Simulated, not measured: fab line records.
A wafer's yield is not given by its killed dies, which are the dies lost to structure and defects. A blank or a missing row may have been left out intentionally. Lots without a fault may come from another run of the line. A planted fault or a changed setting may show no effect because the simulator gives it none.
Which tool is to blame?	flow n5Finfet	72 wafers from 24 lots sampled at 6 of the route's 1938 steps

## WHAT THE GAUGES READ, wafer by wafer
N5_BEOL_M3_OVL_MEAS_29. Usual: V2_OVL 0.3 nm, standard deviation 0.67.
lot	measured	on	V2_OVL (nm)	flag
L075	day 7 03:51	overlay-02	1.4 1.5 1.6	
L074	day 7 06:08	overlay-01	-0.5 -0.1 0.3	
L076	day 7 12:43	overlay-01	-0.2 -0.1 0.6	
L077	day 7 19:51	overlay-02	-1.0 0.7 0.5	
L078	day 8 20:58	overlay-02	0.7 0.4 1.2	
L080	day 8 21:10	overlay-01	0.5 0.4 0.1	
L079	day 8 23:13	overlay-02	0.3 -0.2 0.5	
L082	day 9 03:13	overlay-01	0.5 0.5 0.4	
L081	day 9 03:44	overlay-02	1.4 0.9 0.0	
L083	day 9 10:04	overlay-02	0.0 -0.5 0.2	
L084	day 9 10:07	overlay-02	0.2 0.9 -0.4	
L085	day 9 12:14	overlay-01	0.3 0.5 0.9	
L086	day 10 02:52	overlay-01	0.2 1.6 1.5	
L087	day 10 13:53	overlay-02	1.2 0.6 1.2	
L088	day 10 14:17	overlay-02	2.0 0.5 1.1	
L089	day 11 04:42	overlay-02	-1.2 -0.4 -1.7	
L090	day 11 10:38	overlay-02	-0.2 -0.3 0.3	
L091	day 11 12:46	overlay-01	0.2 0.3 -0.5	
L092	day 11 14:22	overlay-02	-0.8 -0.8 0.2	
L093	day 12 01:37	overlay-02	0.5 0.1 0.1	
L094	day 12 02:27	overlay-01	0.0 -0.5 -1.0	
L095	day 12 10:02	overlay-02	-0.7 -1.0 -0.2	
L096	day 12 15:27	overlay-01	-0.2 -0.2 -0.8	
L097	day 12 22:10	overlay-02	0.5 0.4 -0.1	

N5_BEOL_M3_INSPECT_59: inspects for defects (darkfield). Usual: rawDefectCount at 74, with a standard deviation of 26.
lot	measured	on	rawDefectCount	flag
L075	day 7 14:37	defectInspect-01	45 82 58	
L074	day 7 17:06	defectInspect-01	71 97 70	
L076	day 7 19:13	defectInspect-01	67 80 105	
L077	day 8 12:02	defectInspect-02	126 82 62	
L078	day 9 08:31	defectInspect-01	69 89 73	
L080	day 9 09:38	defectInspect-02	91 85 76	
L079	day 9 06:31	defectInspect-02	47 49 54	
L082	day 9 13:12	defectInspect-02	49 56 75	
L081	day 9 14:22	defectInspect-01	80 68 64	
L083	day 9 17:32	defectInspect-02	51 52 87	
L084	day 9 18:30	defectInspect-02	63 69 69	
L085	day 10 01:19	defectInspect-02	56 53 47	
L086	day 10 16:40	defectInspect-01	108 117 144	
L087	day 11 00:09	defectInspect-02	33 65 79	
L088	day 11 03:11	defectInspect-02	52 83 67	
L089	day 11 10:32	defectInspect-02	72 82 81	
L090	day 11 16:04	defectInspect-02	77 36 79	
L091	day 11 23:19	defectInspect-01	38 30 63	
L092	day 12 04:44	defectInspect-02	100 109 57	
L093	day 13 00:14	defectInspect-01	136 161 123	
L094	day 13 05:32	defectInspect-02	139 116 119	
L095	day 12 18:29	defectInspect-02	56 64 62	
L096	day 13 05:59	defectInspect-02	95 98 58	
L097	day 13 10:28	defectInspect-02	43 22 84	

N5_BEOL_M4_INSPECT_13: inspects for defects (brightfield). Usual: rawDefectCount at 422, with a standard deviation of 110.
lot	measured	on	rawDefectCount	flag
L075	day 7 15:44	defectInspect-02	291 385 289	
L074	day 7 19:31	defectInspect-02	459 498 526	
L076	day 7 20:45	defectInspect-02	564 710 515	
L077	day 8 13:38	defectInspect-01	787 455 392	
L078	day 9 09:47	defectInspect-02	382 352 358	
L080	day 9 10:38	defectInspect-02	347 344 322	
L079	day 9 08:53	defectInspect-01	248 423 349	
L082	day 9 14:29	defectInspect-01	604 498 512	
L081	day 9 16:05	defectInspect-02	315 345 267	
L083	day 9 18:37	defectInspect-02	362 258 330	
L084	day 9 19:51	defectInspect-01	327 337 400	
L085	day 10 05:53	defectInspect-02	392 448 397	
L086	day 10 19:51	defectInspect-02	445 468 576	
L087	day 11 02:56	defectInspect-01	290 348 346	
L088	day 11 04:20	defectInspect-02	396 450 589	
L089	day 11 12:17	defectInspect-01	268 463 342	
L090	day 11 17:28	defectInspect-01	349 327 378	
L091	day 12 01:14	defectInspect-01	331 273 443	
L092	day 12 07:31	defectInspect-01	407 414 400	
L093	day 13 02:11	defectInspect-01	570 632 616	
L094	day 13 06:14	defectInspect-01	630 388 482	
L095	day 12 19:22	defectInspect-02	510 423 496	
L096	day 13 08:38	defectInspect-02	456 513 479	
L097	day 13 12:38	defectInspect-01	285 306 443	

## TOOL THAT RAN EACH LOT (tool first, then ch and the chambers of the sampled wafers, then the start)
lot	N5_BEOL_M3_ETCH_64	N5_BEOL_M3_DESCUM_33	N5_BEOL_M3_CMP_52
L075	rieDiel-06 ch 0,1,2, day 7 03:08	rieDiel-05 ch 0,1, day 7 04:07	cmp-03 ch 0,2,3, day 7 14:02
L074	rieDiel-05 ch 1,2, day 7 05:19	rieDiel-06 ch 1,3, day 7 06:13	cmp-03 ch 0,3, day 7 16:31
L076	rieDiel-06 ch 0,1,2, day 7 11:53	rieDiel-06 ch 1,2,3, day 7 12:49	cmp-01 ch 0,2,3, day 7 18:33
L077	rieDiel-06 ch 0,2,3, day 7 19:01	rieDiel-05 ch 0,3, day 7 19:56	cmp-03 ch 1,2,3, day 8 11:32
L078	rieDiel-03 ch 0,2,3, day 8 20:09	rieDiel-06 ch 0,2,3, day 8 21:04	cmp-01 ch 0,1,2, day 9 07:55
L080	rieDiel-06 ch 0,2,3, day 8 20:20	rieDiel-06 ch 0,2,3, day 8 21:15	cmp-01 ch 0,2,3, day 9 09:04
L079	rieDiel-05 ch 1,3, day 8 22:31	rieDiel-05 ch 2,3, day 8 23:18	cmp-03 ch 0,3, day 9 05:56
L082	rieDiel-03 ch 2,3, day 9 02:23	rieDiel-03 ch 0,1, day 9 03:18	cmp-04 ch 2,3, day 9 12:36
L081	rieDiel-03 ch 0,1,2, day 9 02:55	rieDiel-05 ch 1,3, day 9 03:59	cmp-04 ch 0,1, day 9 13:47
L083	rieDiel-03 ch 0,1, day 9 09:08	rieDiel-06 ch 0,2, day 9 10:09	cmp-01 ch 0,1,2, day 9 16:56
L084	rieDiel-03 ch 1,2,3, day 9 09:22	rieDiel-03 ch 0,2, day 9 10:13	cmp-04 ch 0,2,3, day 9 17:55
L085	rieDiel-05 ch 1,3, day 9 11:19	rieDiel-03 ch 1,3, day 9 12:19	cmp-01 ch 1,3, day 10 00:45
L086	rieDiel-03 ch 1,2,3, day 10 02:02	rieDiel-05 ch 0,1,2, day 10 02:57	cmp-03 ch 0,1,3, day 10 16:08
L087	rieDiel-05 ch 1,2, day 10 12:53	rieDiel-06 ch 0, day 10 13:58	cmp-01 ch 0,1,2, day 10 23:31
L088	rieDiel-03 ch 0,2, day 10 13:32	rieDiel-06 ch 0,1, day 10 14:23	cmp-04 ch 1,2, day 11 02:36
L089	rieDiel-06 ch 0,1,2, day 11 04:00	rieDiel-05 ch 1,2,3, day 11 04:47	cmp-04 ch 0,2,3, day 11 09:58
L090	rieDiel-06 ch 0,1,3, day 11 09:46	rieDiel-05 ch 0,1,3, day 11 10:44	cmp-03 ch 0,1,2, day 11 15:30
L091	rieDiel-05 ch 1,2,3, day 11 12:04	rieDiel-03 ch 0,1,3, day 11 12:53	cmp-01 ch 0,1,3, day 11 22:47
L092	rieDiel-05 ch 0,1,3, day 11 13:40	rieDiel-05 ch 0,1,3, day 11 14:28	cmp-03 ch 1,2,3, day 12 04:04
L093	rieDiel-05 ch 0,2,3, day 12 00:49	rieDiel-03 ch 0,1, day 12 01:43	cmp-01 ch 0,1, day 12 23:38
L094	rieDiel-05 ch 0,3, day 12 01:44	rieDiel-03 ch 0,2, day 12 02:32	cmp-04 ch 0,1,3, day 13 05:02
L095	rieDiel-03 ch 1,2,3, day 12 09:18	rieDiel-05 ch 0,1, day 12 10:07	cmp-03 ch 0,1,2, day 12 17:57
L096	rieDiel-06 ch 0,1,2, day 12 14:46	rieDiel-06 ch 0,1,3, day 12 15:36	cmp-01 ch 0,1,3, day 13 05:11
L097	rieDiel-06 ch 0,1,3, day 12 21:22	rieDiel-03 ch 0,1, day 12 22:14	cmp-04 ch 0,1,2, day 13 09:58
- N5_BEOL_M3_ETCH_64: etches SOC in N2/H2, target depth 75 nm, overetch 15 nm, time 112.5 s.
- N5_BEOL_M3_DESCUM_33: chemistry O2, time 7 s.
- N5_BEOL_M3_CMP_52: polishes, stops on SiOC, t overpolish 6.8 s, target thk 40 nm.

## AS READ BY THE TOOLS THEMSELVES (means over the sampled wafers that have a number; for cases with no such wafer, the mark the record gives instead)
N5_BEOL_M3_ETCH_64. Usual: biasW 150.1 W, standard deviation 0.46; drypumpMotorCurrentA 5.42 A, standard deviation 0.28; n2FlowSccm 200.1 sccm, standard deviation 0.63; oesProductAu 0.62 a.u., standard deviation 0.074; rfVppV 524.6 V, standard deviation 1.8; showerheadPlenumPTorr 2.57 Torr, standard deviation 0.063; throttleValvePct 17.9 %, standard deviation 0.31.
lot	tool	biasW (W)	drypumpMotorCurrentA (A)	n2FlowSccm (sccm)	oesProductAu (a.u.)	rfVppV (V)	showerheadPlenumPTorr (Torr)	throttleValvePct (%)	flag
L075	rieDiel-06	150.5	5.48	200.0	0.58	525.5	2.62	18.1	
L074	rieDiel-05	150.1	5.61	200.3	0.61	525.4	2.57	17.8	
L076	rieDiel-06	150.1	5.47	199.4	0.58	525.5	2.61	18.1	
L077	rieDiel-06	150.4	5.43	199.9	0.58	524.5	2.59	18.1	
L078	rieDiel-03	150.1	5.45	199.7	0.55	523.8	2.55	17.9	
L080	rieDiel-06	150.4	5.44	200.6	0.58	524.5	2.59	18.2	
L079	rieDiel-05	149.8	5.37	200.0	0.63	524.3	2.52	17.8	
L082	rieDiel-03	149.5	5.18	200.5	0.54	524.0	2.59	18.2	
L081	rieDiel-03	150.3	5.50	200.1	0.58	524.7	2.57	17.7	
L083	rieDiel-03	150.5	5.71	200.2	0.59	525.0	2.56	17.5	
L084	rieDiel-03	149.6	5.25	200.6	0.57	525.0	2.60	18.0	
L085	rieDiel-05	150.1	5.37	199.4	0.62	522.9	2.52	17.8	
L086	rieDiel-03	150.2	5.25	200.2	0.57	525.4	2.60	18.0	
L087	rieDiel-05	150.4	5.54	200.0	0.70	523.6	2.52	17.5	
L088	rieDiel-03	150.3	5.71	200.2	0.55	523.4	2.51	17.7	
L089	rieDiel-06	150.0	5.48	199.8	0.62	525.2	2.60	18.0	
L090	rieDiel-06	150.1	5.29	201.0	0.61	525.2	2.60	17.8	
L091	rieDiel-05	150.3	5.51	199.7	0.65	524.0	2.53	17.7	
L092	rieDiel-05	150.2	5.27	199.8	0.67	523.7	2.54	17.8	
L093	rieDiel-05	149.8	5.33	199.8	0.68	524.4	2.58	17.9	
L094	rieDiel-05	150.2	5.22	200.5	0.62	524.5	2.55	18.0	
L095	rieDiel-03	149.9	5.25	200.9	0.71	525.7	2.59	17.7	
L096	rieDiel-06	149.9	5.49	200.6	0.61	525.0	2.60	18.0	
L097	rieDiel-06	150.1	5.29	200.1	0.61	524.7	2.60	17.9	

N5_BEOL_M3_DESCUM_33. Usual: biasPowerW 20.00 W, standard deviation 0.06; drypumpMotorCurrentA 5.42 A, standard deviation 0.29; oesProductAu 0.80 a.u., standard deviation 0.1; rfVppV 243.5 V, standard deviation 1; showerheadPlenumPTorr 2.11 Torr, standard deviation 0.05; throttleValvePct 20.36 %, standard deviation 0.23.
lot	tool	biasPowerW (W)	drypumpMotorCurrentA (A)	oesProductAu (a.u.)	rfVppV (V)	showerheadPlenumPTorr (Torr)	throttleValvePct (%)	flag
L075	rieDiel-05	19.94	5.16	0.78	243.5	2.11	20.44	
L074	rieDiel-06	19.99	5.37	0.71	242.7	2.11	20.60	
L076	rieDiel-06	19.98	5.56	0.72	243.1	2.10	20.65	
L077	rieDiel-05	19.97	5.23	0.72	242.8	2.10	20.52	
L078	rieDiel-06	20.07	5.43	0.72	244.7	2.12	20.61	
L080	rieDiel-06	19.93	5.45	0.73	243.3	2.12	20.62	
L079	rieDiel-05	20.08	5.56	0.87	243.2	2.12	20.22	
L082	rieDiel-03	20.02	5.72	0.74	243.3	2.13	20.24	
L081	rieDiel-05	20.04	5.40	0.86	243.7	2.06	20.19	
L083	rieDiel-06	19.98	5.62	0.73	244.2	2.12	20.67	
L084	rieDiel-03	20.04	5.69	0.70	242.6	2.07	20.31	
L085	rieDiel-03	19.96	5.19	0.73	244.0	2.16	20.54	
L086	rieDiel-05	20.00	5.39	0.94	242.7	2.10	20.14	
L087	rieDiel-06	20.08	5.08	0.73	244.2	2.19	20.40	
L088	rieDiel-06	20.00	5.32	0.87	244.5	2.15	20.20	
L089	rieDiel-05	19.97	5.49	0.83	243.3	2.09	20.23	
L090	rieDiel-05	19.98	5.27	0.86	243.4	2.08	20.26	
L091	rieDiel-03	19.98	5.45	0.81	243.9	2.13	20.28	
L092	rieDiel-05	19.99	5.27	0.86	243.6	2.08	20.26	
L093	rieDiel-03	19.98	5.71	0.72	243.5	2.12	20.26	
L094	rieDiel-03	20.01	5.68	0.79	242.5	2.07	20.21	
L095	rieDiel-05	19.95	5.14	0.94	243.7	2.09	20.20	
L096	rieDiel-06	19.99	5.29	0.76	243.4	2.13	20.40	
L097	rieDiel-03	19.93	5.50	0.74	242.8	2.16	20.37	

N5_BEOL_M3_CMP_52. Usual: barrierFieldEndpointS 24.6 s, standard deviation 0.66; motorCurrentA 5.9 A, standard deviation 0.45; overpolishRunS 6.800 s, standard deviation 0.0092; padLifeWafers 926, standard deviation 670; slurryFilterDpKPa 13.49 kPa, standard deviation 0.13; timeToEndpointS 62 s, standard deviation 3.4.
lot	tool	barrierFieldEndpointS (s)	motorCurrentA (A)	overpolishRunS (s)	padLifeWafers	slurryFilterDpKPa (kPa)	timeToEndpointS (s)	flag
L075	cmp-03	25.2	5.5	6.813	1675	13.47	62	
L074	cmp-03	24.6	5.6	6.806	1698	13.53	61	
L076	cmp-01	25.3	6.4	6.798	97	13.63	60	
L077	cmp-03	25.4	5.5	6.798	1844	13.44	64	
L078	cmp-01	24.3	6.5	6.794	404	13.50	61	
L080	cmp-01	24.1	6.0	6.798	415	13.39	62	
L079	cmp-03	24.6	5.7	6.791	1992	13.40	63	
L082	cmp-04	24.4	6.0	6.801	1992	13.56	61	
L081	cmp-04	23.5	5.9	6.793	2010	13.47	62	
L083	cmp-01	23.9	6.4	6.798	493	13.53	60	
L084	cmp-04	25.1	6.1	6.808	2048	13.52	61	
L085	cmp-01	24.6	6.0	6.792	596	13.57	60	
L086	cmp-03	25.6	5.5	6.804	164	13.39	70	
L087	cmp-01	25.1	6.3	6.799	769	13.62	65	
L088	cmp-04	24.2	5.9	6.805	144	13.50	58	
L089	cmp-04	24.1	6.1	6.796	236	13.62	62	
L090	cmp-03	25.2	5.3	6.803	326	13.46	66	
L091	cmp-01	24.4	6.2	6.805	908	13.38	59	
L092	cmp-03	24.9	5.5	6.799	433	13.55	64	
L093	cmp-01	24.7	6.2	6.798	1040	13.61	65	
L094	cmp-04	24.4	5.9	6.804	614	13.32	60	
L095	cmp-03	24.6	5.4	6.798	548	13.50	63	
L096	cmp-01	24.3	6.2	6.805	1100	13.44	62	
L097	cmp-04	24.2	5.9	6.801	662	13.38	60	

## THE ANSWER, worked out from the rows above alone
Rule: take the mean of a lot's wafers that have a number; if it is more than 3 standard deviations from the usual mean, the lot is off. A lot without any number at a reading at which 4 lots or more have one is off too. All remaining lots with rows at the step are treated as sound. Order of review: gauges by route order, followed by the tools' own readings, for which a lot's mean as printed above is used. The first step at which some lot is off is used, and at that step the reading that is off furthest; a lot without a number counts as furthest.
No lot is off on any of the readings shown, so nothing can be concluded from this.

## WHAT HAD BEEN PUT IN BY THE SIMULATOR
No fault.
